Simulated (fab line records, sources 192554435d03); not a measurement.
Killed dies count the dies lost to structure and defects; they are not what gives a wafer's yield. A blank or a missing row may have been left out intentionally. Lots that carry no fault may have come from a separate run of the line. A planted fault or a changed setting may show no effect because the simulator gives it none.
A lot that was struck, set against a sound lot	flow n5 finfet	14 out of 1938 route steps
Sound: the wafers L178.1, L178.2, L178.5. Struck: wafers L181.2, L181.4, L181.6. Last of all comes the cause.
At each step with rows: each side's tool, then ch and its chambers, then its first start. Under that, the readings that differ: sound wafers	struck wafers	difference of the means	sigmas: that difference in standard deviations of wafers without a fault.
alike: words and numbers the same on both sides, and readings whose means are apart by under 2 such deviations; not compared: readings that were withheld, readings missing a value for some wafer, numbers with overlapping values and no deviation given by the record, and bounds like >300 which may hide the same value.
A row with sigmas, a row that says differs or no value, or rows on one side alone: a step with any of these is where the two part. Numbers that have no deviation but don't overlap get no sigmas and don't part them. Lack of a reading on every wafer of one side parts them only where that side has two or more wafers.

first, 7 steps without rows for these wafers: N5_SD_EPI_P_SRD_25 (time 30 s); N5_SD_ACTIVATION_RTA_00 (time 0 s); N5_SD_ACTIVATION_LSA_01 (time 0.0008 s); N5_ILD0_LINER_00 (material SiNx, target thk 4 nm, pulse time 1 s, purge time 2 s); N5_ILD0_FCVD_FILL_01 (material SiO2 flowable, target thk 200 nm, time 328.3 s); N5_ILD0_CURE_02 (time 1800 s); N5_ILD0_CMP_03 (polishes, stops on SiNx, t overpolish 1.9 s, target thk 197.38 nm).
N5_ILD0_CMP_07: polishes SiO2 flowable, stops on poly-Si, t overpolish 1.18 s, target thk 138.88 nm.
  sound on cmp-03 ch 0,1,2, day 5 20:27; struck on cmp-02 ch 0,1, day 6 16:14
  no value came back on the struck wafers for edge zone pressure frac, head pressure psi (psi), motor current A (A); on the sound wafers edge zone pressure frac reads 1.005 1.005 0.998
reading	sound	struck	difference	sigmas
model.SiNx_of_DUMMY_GATE_HM_DEP_06.thk nm (nm)	0 0 0	76 76 76.4	+76	
model.SiO2_flowable_of_ILD0_FCVD_FILL_01.thk nm (nm)	137.8 139 136.6	197.8 195.2 197.2	+58.9	
model.a-Si_of_DUMMY_GATE_CVD_03.thk nm (nm)	66.6 68.6 68.2	71.6 72 70.4	+3.5	
N5_ILD0_THK_MEAS_08:
  sound on film metro-02, day 5 20:42; struck on film metro-02, day 6 16:32
reading	sound	struck	difference	sigmas
thk nm (nm)	137.7 139.1 136.6	197.7 195.8 197.3	+59.1	+42
N5_ILD0_PRECLEAN_10: cleans in NF3:NH3, afs cycles 5, time 20 s, sublimation time 60 s.
  sound on remote plasma-02 ch 0, day 5 20:44; struck on remote plasma-02 ch 0, day 6 16:43
reading	sound	struck	difference	sigmas
model.SiO2_flowable_of_ILD0_FCVD_FILL_01.thk nm (nm)	119.2 120.2 118.2	171.2 169 170.6	+51.1	
then, 1 step without rows for these wafers: N5_ILD0_ALD_15 (deposits SiNx, target thk 24 nm, pulse time 1 s, ald cycles 480).
N5_ILD0_CMP_12: polishes SiNx, stops on poly-Si, t overpolish 6 s, target thk 17.67 nm.
  sound on cmp-01 ch 0,1,3, day 5 23:53; struck on cmp-02 ch 0,2, day 6 19:40
reading	sound	struck	difference	sigmas
model.a-Si_of_DUMMY_GATE_CVD_03.thk nm (nm)	66 67.8 67.6	71 71.4 69.8	+4	
  alike: edge zone pressure frac, head pressure psi, motor current A
N5_BEOL_M4_RC_MEAS_101:
  the record has rows for the sound wafers here (prober-01 ch 0, day 10 04:32) and none for the struck ones
-- record jumps: 9 days separate the struck wafers' starts on either side; left off in module BEOL_M4, taken up again in module PASSIVATION, whose first shown step is the route's number 1936 --
N5_PASSIVATION_PROBE_49:
  sound on prober-02, day 14 20:02; struck on prober-02, day 15 11:40
reading	sound	struck	difference	sigmas
defect limited yield (%)	91.6 93.1 92.2	0 0 0	-92	-62
killed at front end	49 47 47	1103 1133 1124	+1072	+99 or more
killed dies	99 82 92	1180 1180 1180	+1089	+60
killed on rim	13 6 10	152 152 152	+142	+35
sort_bin_5_function (%)	4.7 3.7 4.2	95.7 97.6 96.9	+92.5	+93
sort n pass	1081 1098 1088	0 0 0	-1089	-60
sort yield pct (%)	91.6 93.1 92.2	0 0 0	-92	-62
  alike: killed_at_M0_to_M3, killed_at_M4_up, killed at contacts, killed at other, killed open, killed short, sort_bin_6_memory, sort_bin_8_speed

WHERE THEY PART
First at N5_ILD0_CMP_07; last, within this record, at N5_PASSIVATION_PROBE_49.

WHY: the cause the simulator had injected
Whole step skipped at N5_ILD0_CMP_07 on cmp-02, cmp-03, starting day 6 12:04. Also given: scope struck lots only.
